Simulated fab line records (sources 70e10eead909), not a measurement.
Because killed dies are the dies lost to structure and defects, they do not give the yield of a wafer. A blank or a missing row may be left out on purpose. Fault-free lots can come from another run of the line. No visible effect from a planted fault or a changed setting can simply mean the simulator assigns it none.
fab line records	flow nand-harc
[record] lots = 14	wafers = 42	last-day = 34
route steps=1302 shown A_BONDPAD@1204 THIN_TSV@1262
lots untouched by any fault: they come from a run of this same line in which no faults occurred
start-h: hours from the record's first day to the start of the lot's first wafer shown	wait-h: how many hours have passed since the lot's step before this one	" as in the row above	L1.1+2: one row covering several wafers at once	- no value, or no start was given	* or withheld: withheld	< > ~ a bound
route shown NAME@n: names a module that has steps shown in the file, with the first one's number in the route	usual: mean/standard deviation taken from wafers without a fault	same: alike in all rows	chamber/n: place in a boat	sites: the reading at each site	_std_site: their standard deviation	_edge_site: mean of outer sites minus mean of inner sites	radius-mm: for every site, how far away it sits from the centre of the wafer	mask NAME#n: copy n	behind: tool/chamber where the wafer was last shaped	hold: reason for holding the lot/hours on hold/outcome of the hold	device: which transistor (n, p or np) failed to switch	end of line: tests of these same wafers at the route's end	step lacking rows: just its recipe	killed: count of dies lost to structure and defects at first sort (not the wafer's yield)	map: the dies of a wafer, with x for killed, . for not killed, _ for no die there
set.NAME: the setting the step ran with; set.NAME@STEP: the setting that earlier step ran with	model.NAME: the simulator's own value behind a step, which no gauge read
the route's steps for a sample of lots (tables are steps, rows are wafers)
services: the hour from which a tool's chamber was out of use, counted from the record's first day as start-h (under 0 if before that day), plus the number of hours and why
[[steps]]
[step NHARC_A_BONDPAD_THK_MEAS_30]
[recipe] thk-meas-gauge = ellipsometry
[usual] thk-nm = 200.0/1.5
lot.wafer	tool	chamber	start-h	wait-h	thk-nm
L796.1	film-metro-02	-	541.92	0.2	200.8
L796.3	"	-	"	"	202.2
L796.5	"	-	"	"	198.8
L797.1	film-metro-02	-	542.84	0.2	198.6
L797.3	"	-	"	"	199.4
L797.4	"	-	"	"	199.7
L798.1	film-metro-01	-	553.36	0.2	197.7
L798.4	"	-	"	"	198.7
L798.6	"	-	"	"	198.1
L804.3	film-metro-02	-	606.82	0.2	198.7
L804.5	"	-	"	"	204.5
L804.6	"	-	"	"	198.2
L807.4	film-metro-01	-	641.64	0.2	199.2
L807.5	"	-	"	"	200.3
L807.6	"	-	"	"	200.7
L809.2	film-metro-02	-	666.78	0.2	200.4
L809.3	"	-	"	"	198.8
L809.6	"	-	"	"	198.6
L811.3	film-metro-01	-	681.40	0.2	198.0
L811.4	"	-	"	"	198.3
L811.5	"	-	"	"	197.2
L812.2	film-metro-02	-	702.04	0.2	199.3
L812.3	"	-	"	"	200.8
L812.6	"	-	"	"	200.4
L813.1	film-metro-02	-	703.00	0.2	202.2
L813.4	"	-	"	"	201.0
L813.6	"	-	"	"	203.9
L814.3	film-metro-02	-	709.13	0.2	202.4
L814.4	"	-	"	"	201.9
L814.5	"	-	"	"	200.5
L815.2	film-metro-02	-	711.14	0.2	198.0
L815.3	"	-	"	"	202.1
L815.4	"	-	"	"	200.1
L818.1	film-metro-01	-	741.54	0.2	199.1
L818.4	"	-	"	"	197.8
L818.5	"	-	"	"	201.4
L817.2	film-metro-02	-	743.10	0.2	199.3
L817.4	"	-	"	"	200.5
L817.5	"	-	"	"	202.7
L819.1	film-metro-02	-	771.75	0.2	199.9
L819.3	"	-	"	"	198.3
L819.5	"	-	"	"	199.5
[step NHARC_A_BONDPAD_ANNEAL_28]
[recipe] temp-c = 225	time-s = 90
[usual] wafer_temp_C_max = 226.08/0.23
lot.wafer	tool	chamber	start-h	wait-h	wafer_temp_C_max
L796.1	rtp-anneal-02	0	544.30	0.3	225.77
L796.3	"	0	"	"	226.38
L796.5	"	0	"	"	226.55
L797.1	rtp-anneal-01	0	545.29	0.3	225.82
L797.3	"	0	"	"	225.87
L797.4	"	0	"	"	226.58
L798.1	rtp-anneal-01	0	555.82	0.3	225.59
L798.4	"	0	"	"	225.89
L798.6	"	0	"	"	226.18
L804.3	rtp-anneal-02	0	609.25	-	226.10
L804.5	"	0	"	"	226.15
L804.6	"	0	"	"	226.30
L807.4	rtp-anneal-01	0	644.26	0.4	226.04
L807.5	"	0	"	"	226.02
L807.6	"	0	"	"	226.10
L809.2	rtp-anneal-01	0	669.58	0.4	226.13
L809.3	"	0	"	"	226.26
L809.6	"	0	"	"	226.04
L811.3	rtp-anneal-01	0	683.95	-	225.61
L811.4	"	0	"	"	226.14
L811.5	"	0	"	"	225.92
L812.2	rtp-anneal-01	0	704.54	-	225.98
L812.3	"	0	"	"	226.10
L812.6	"	0	"	"	225.77
L813.1	rtp-anneal-01	0	705.33	0.3	226.20
L813.4	"	0	"	"	226.10
L813.6	"	0	"	"	225.91
L814.3	rtp-anneal-01	0	711.61	-	226.17
L814.4	"	0	"	"	226.16
L814.5	"	0	"	"	226.50
L815.2	rtp-anneal-01	0	713.65	-	225.82
L815.3	"	0	"	"	225.86
L815.4	"	0	"	"	225.66
L818.1	rtp-anneal-02	0	744.00	0.3	226.15
L818.4	"	0	"	"	226.18
L818.5	"	0	"	"	226.20
L817.2	rtp-anneal-01	0	745.71	0.4	225.94
L817.4	"	0	"	"	226.02
L817.5	"	0	"	"	226.08
L819.1	rtp-anneal-02	0	774.21	0.3	226.11
L819.3	"	0	"	"	226.01
L819.5	"	0	"	"	226.12
[step NHARC_THIN_TSV_ETCH_44]
[recipe] target-depth-a = 15942	time-s = 797.1	cf4-flow-sccm = 150	o2-flow-sccm = 10	ar-flow-sccm = 0	rf-w = 300	bias-w = 800	chemistry = CF4/O2
[usual] drypump-motor-current-A = 5.8/0.44	oes-product-au = 1.000/0.0096	rf-vpp-V = 794/4.7	showerhead-plenum-p-Torr = 1.83/0.075	throttle-valve-pct = 16.915/0.0095
lot.wafer	tool	chamber	start-h	wait-h	drypump-motor-current-A	oes-product-au	rf-hours-counter-h	rf-vpp-V	showerhead-plenum-p-Torr	throttle-valve-pct
L796.1	rie-diel-13	2	557.62	0.1	6.1	0.990	0.8	787	1.71	16.922
L796.3	"	3	"	"	5.6	1.011	0.9	797	1.88	16.927
L796.5	"	2	"	"	6.1	0.991	-	786	1.72	16.893
L797.4	rie-diel-11	0	559.07	0.1	5.3	1.000	7.0	796	1.82	16.922
L797.3	"	1	"	"	6.1	0.988	4.0	792	1.79	16.907
L797.1	"	2	"	"	6.4	1.008	7.6	800	1.94	16.915
L798.4	rie-diel-13	0	569.37	0.2	6.5	1.004	1.3	799	1.92	16.918
L798.1	"	1	"	"	5.9	1.000	1.2	796	1.89	16.912
L798.6	"	2	"	"	6.1	0.988	-	787	1.71	16.928
L804.3	rie-diel-11	0	622.99	0.1	5.3	0.996	0.2	795	1.82	16.912
L804.6	"	0	"	"	5.3	0.999	-	794	1.82	16.914
L804.5	"	1	"	"	6.2	1.015	-	793	1.79	16.906
L807.4	rie-diel-13	0	660.72	0.2	6.5	1.010	6.7	799	1.92	16.913
L807.5	"	1	"	"	5.9	0.999	-	796	1.89	16.934
L807.6	"	2	"	"	6.1	0.996	-	786	1.71	16.921
L809.3	rie-diel-09	2	684.62	0.1	5.9	1.004	0.1	796	1.84	16.912
L809.2	"	0	"	"	5.3	0.999	0.1	787	1.72	16.905
L809.6	"	2	"	"	5.9	0.990	-	795	1.84	16.916
L811.3	rie-diel-11	1	697.05	0.1	6.2	1.004	3.4	792	1.79	16.904
L811.4	"	3	"	"	5.5	0.998	3.8	804	1.96	16.935
L811.5	"	2	"	"	6.4	1.012	-	801	1.94	16.901
L813.1	rie-diel-09	1	718.02	0.2	5.4	1.001	2.6	795	1.85	16.923
L813.6	"	2	"	"	5.9	0.987	-	794	1.84	16.908
L813.4	"	1	"	"	5.4	0.993	-	795	1.85	16.918
L812.2	rie-diel-09	2	719.15	0.2	5.9	0.995	3.0	793	1.84	16.905
L812.3	"	3	"	"	5.0	0.985	1.6	790	1.77	16.900
L812.6	"	1	"	"	5.4	0.989	-	795	1.85	16.904
L814.3	rie-diel-09	2	725.54	0.1	5.9	1.003	4.0	795	1.84	16.908
L814.4	"	3	"	"	5.0	0.977	2.6	791	1.77	16.925
L814.5	"	1	"	"	5.4	0.999	-	795	1.86	16.914
L815.4	rie-diel-13	1	726.81	0.1	5.9	0.998	0.5	797	1.88	16.927
L815.3	"	2	"	"	6.1	0.988	0.5	787	1.71	16.929
L815.2	"	0	"	"	6.5	1.006	0.5	799	1.92	16.923
L818.4	rie-diel-11	0	757.51	0.1	5.3	0.981	6.0	793	1.82	16.915
L818.1	"	2	"	"	6.4	0.998	7.2	800	1.93	16.922
L818.5	"	3	"	"	5.5	0.990	-	802	1.96	16.924
L817.2	rie-diel-11	1	758.77	0.1	6.2	1.000	6.2	791	1.79	16.923
L817.4	"	2	"	"	6.4	1.003	7.4	801	1.93	16.920
L817.5	"	1	"	"	6.2	1.014	-	793	1.79	16.918
L819.1	rie-diel-09	2	788.94	0.1	5.9	1.012	7.1	796	1.83	16.911
L819.3	"	3	"	"	5.0	0.995	5.2	791	1.77	16.914
L819.5	"	1	"	"	5.4	1.012	-	795	1.85	16.922
[step NHARC_THIN_TSV_ETCHBACK_48]
[recipe] target-depth-a = 10285	over-etch-frac = 0.3	time-s = 405.17	ion-energy-ev = 250	c4f8-flow-sccm = withheld	ar-flow-sccm = withheld	rf-w = 600	bias-w = 300	chemistry = C4F8/Ar
[usual] oes-product-au = 0.944/0.026	rf-vpp-V = 547/3.3	run-length-s = 426.7/0.38
lot.wafer	tool	chamber	start-h	wait-h	oes-product-au	rf-hours-counter-h	rf-vpp-V	run-length-s
L796.1	rie-diel-13	0	559.84	0.5	0.939	1.0	551	426.5
L796.3	"	1	"	"	0.933	1.0	549	426.4
L796.5	"	2	"	"	0.917	-	542	426.9
L797.1	rie-diel-09	1	561.18	-	0.915	3.0	547	426.7
L797.3	"	3	"	"	0.908	2.6	543	427.5
L797.4	"	0	"	"	0.928	2.7	542	426.9
L798.4	rie-diel-11	2	571.45	0.4	0.936	8.9	551	426.2
L798.1	"	3	"	"	0.925	9.3	552	426.4
L798.6	"	0	"	"	0.923	-	547	427.3
L804.3	rie-diel-13	0	625.07	-	0.947	4.7	551	427.1
L804.5	"	2	"	"	0.917	-	541	427.0
L804.6	"	3	"	"	0.934	-	548	426.4
L807.4	rie-diel-13	1	662.61	-	0.961	6.9	549	336.2
L807.6	"	3	"	"	0.979	-	551	335.4
L807.5	"	0	"	"	0.980	-	553	335.8
L809.2	rie-diel-13	0	686.90	-	0.927	8.0	550	336.1
L809.3	"	1	"	"	0.914	7.7	549	335.6
L809.6	"	0	"	"	0.931	-	551	335.8
L811.3	rie-diel-11	2	699.08	-	0.978	3.9	551	426.6
L811.4	"	0	"	"	0.947	3.8	547	427.1
L811.5	"	1	"	"	0.964	-	544	427.1
L813.1	rie-diel-11	0	720.04	-	0.982	4.4	546	427.6
L813.4	"	1	"	"	0.994	4.4	545	426.5
L813.6	"	2	"	"	0.986	-	550	426.5
L812.2	rie-diel-09	1	721.22	-	0.921	3.4	549	426.5
L812.3	"	3	"	"	0.934	2.0	544	427.1
L812.6	"	1	"	"	0.928	-	548	426.3
L814.3	rie-diel-09	1	727.46	-	0.976	4.4	548	427.0
L814.4	"	0	"	"	0.957	3.0	543	427.4
L814.5	"	2	"	"	0.965	-	548	426.6
L815.4	rie-diel-09	3	728.82	-	0.910	2.9	544	427.1
L815.2	"	0	"	"	0.926	3.1	541	426.9
L815.3	"	2	"	"	0.921	4.6	547	426.8
L818.4	rie-diel-13	3	759.43	-	0.951	2.3	548	426.3
L818.1	"	0	"	"	0.987	2.4	551	426.5
L818.5	"	3	"	"	0.951	-	549	426.3
L817.2	rie-diel-13	1	760.84	-	0.974	2.5	550	426.6
L817.4	"	2	"	"	0.951	2.4	543	427.4
L817.5	"	3	"	"	0.966	-	549	426.1
L819.1	rie-diel-09	2	790.93	-	0.935	7.4	546	426.3
L819.3	"	3	"	"	0.925	5.3	544	427.2
L819.5	"	2	"	"	0.931	-	547	426.3
[[services]]
tool	chamber	start-h	hours	kind
rie-diel-13	0	528.00	-	clean
rie-diel-13	1	528.00	-	clean
rie-diel-13	2	528.00	-	clean
rie-diel-13	3	528.00	-	clean
rie-diel-09	0	530.78	-	clean
rie-diel-09	1	530.78	-	clean
rie-diel-09	2	530.78	-	clean
rie-diel-09	3	530.78	-	clean
rie-diel-13	0	552.50	-	clean
rie-diel-13	1	552.50	-	clean
rie-diel-13	2	552.50	-	clean
rie-diel-13	3	552.50	-	clean
rie-diel-09	0	555.28	-	clean
rie-diel-09	1	555.28	-	clean
rie-diel-11	-	609.53	9.0	pm
rie-diel-09	1	616.51	4.3	repair
rie-diel-09	-	622.64	4.1	repair
rie-diel-13	1	667.45	7.2	repair
rie-diel-09	-	674.25	9.0	pm
rie-diel-09	3	684.02	12.3	repair
rie-diel-13	-	696.00	9.0	pm
rie-diel-09	0	712.41	7.9	repair
rtp-anneal-02	-	744.31	12.0	pm
rie-diel-11	-	786.53	9.0	pm
[[key]]
[first-sign] step = NHARC_THIN_TSV_ETCHBACK_48	reading = run-length-s	direction = down	sigmas = 99+	usual = *	struck = *
effect none on later readings
met-at NHARC_THIN_TSV_ETCHBACK_48
struck-lots L807,L809
sort-left-out L807.4,L807.5,L807.6,L809.2,L809.3,L809.6
not-acting-at NHARC_A_BONDPAD_THK_MEAS_30,NHARC_A_BONDPAD_ANNEAL_28,NHARC_THIN_TSV_ETCH_44
onset-between 625.07 662.61
[fault] kind = process-parameter-drift	tool = rie-diel-13	chamber = -	onset-h = 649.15	steps = NHARC_THIN_TSV_ETCHBACK_48	channel = time-s	offset = *	shape = step	end-h = 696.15	acts-in = *	stated = *
// sort-left-out: the simulated sort isn't trusted on such a fault, so these wafers' sort isn't shown, and their yield isn't known
